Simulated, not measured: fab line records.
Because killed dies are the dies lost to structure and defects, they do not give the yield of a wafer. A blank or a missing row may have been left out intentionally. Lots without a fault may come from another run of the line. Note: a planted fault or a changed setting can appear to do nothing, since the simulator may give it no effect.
Problem report in the 8D (eight disciplines) form, filled by code	flow nandHarc	the parts of the form that need people (team, actions taken, sign-off) are left out

## 1. WHAT IS WRONG
Wafers without a fault read 630.8 s, standard deviation 0.38; runLengthS at NHARC_A_BLC_ETCH_17 reads a mean of 574.2 s on 2 wafers belonging to 2 lots. That is -99 or more standard deviations from the usual mean.
The step: etches the open film in N2/H2, target depth 390 nm, time 609.38 s.
Earliest sighting: wafer L678.3 on rieDiel-08 at day 28 16:52. The record has a number at this step for 39 wafers belonging to 13 lots. The rule behind "out" and "out of limits": a value lying over 4 standard deviations away from the usual mean. The rest of the wafers with a number are treated as sound.

## 2. WHAT IT IS, AND WHAT IT ISN'T
question	is	is not
which readings at this step	runLengthS	chamberPressureMTorr, drypumpMotorCurrentA, oesProductAu, rfVppV, showerheadPlenumPTorr, throttleValvePct
which lots	L678, L680	L663, L664, L666, L668, L669, L671, L676, L683, L684, L685, L686
which wafers of those lots	L678.3, L680.6	L678.4, L678.5, L680.1, L680.4
read on which tools	rieDiel-08	rieDiel-12
when	from day 28 16:52	up to then (23 sound wafers); but 14 sound wafers of L680, L683, L684, L685, L686 came after

## 3. THE SUSPECTS, EACH WITH WHAT RULES IT OUT
Counting: a tool at a process step up to the reading stays a suspect if it ran every lot that is out. Sound lots after the first of them don't rule it out here, since some wafers of a struck lot are sound.
- rieDiel-08 at NHARC_A_BLC_ETCH_17 (etches the open film in N2/H2, target depth 390 nm, time 609.38 s): kept. It ran every lot that is out, first L678 (day 28 16:52); its last sound lot up to then is L676 (day 27 20:54). Out on those wafers are its own readings of runLengthS.
After counting, what remains is rieDiel-08 at NHARC_A_BLC_ETCH_17.

## 4. THE CAUSE (what the simulator had put in)
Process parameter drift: rieDiel-08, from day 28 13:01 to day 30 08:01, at NHARC_A_BLC_ETCH_17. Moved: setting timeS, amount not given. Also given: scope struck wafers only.
Counting left only this tool.

## 5. SEQUENCE OF EFFECTS, ordered by route
One row per reading whose mean, taken over the struck wafers that have a number, lies over 3 standard deviations from the usual. Only readings for which the record gives a usual standard deviation are gone through. hours: the time from each lot's start at the first step in this table that gives one to its start at this step, as a median over the lots. sigmas: the change in usual standard deviations.
hours	step	reading	usual	on struck wafers	change	sigmas
0	NHARC_A_BLC_ETCH_17	runLengthS	630.8 s	574.2	-56.6	-99 or more
Process steps it contains:
- NHARC_A_BLC_ETCH_17: etches the open film in N2/H2, target depth 390 nm, time 609.38 s.
Later measuring or inspecting steps at which every struck wafer that the step has a row for has a number for every such reading, and none has moved that far: NHARC_END_SORT_01.

## 6. WHAT WOULD HAVE CAUGHT IT SOONER
The fault began at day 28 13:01; the first out-of-limits reading in this record came at day 28 16:52, 4 hours later.
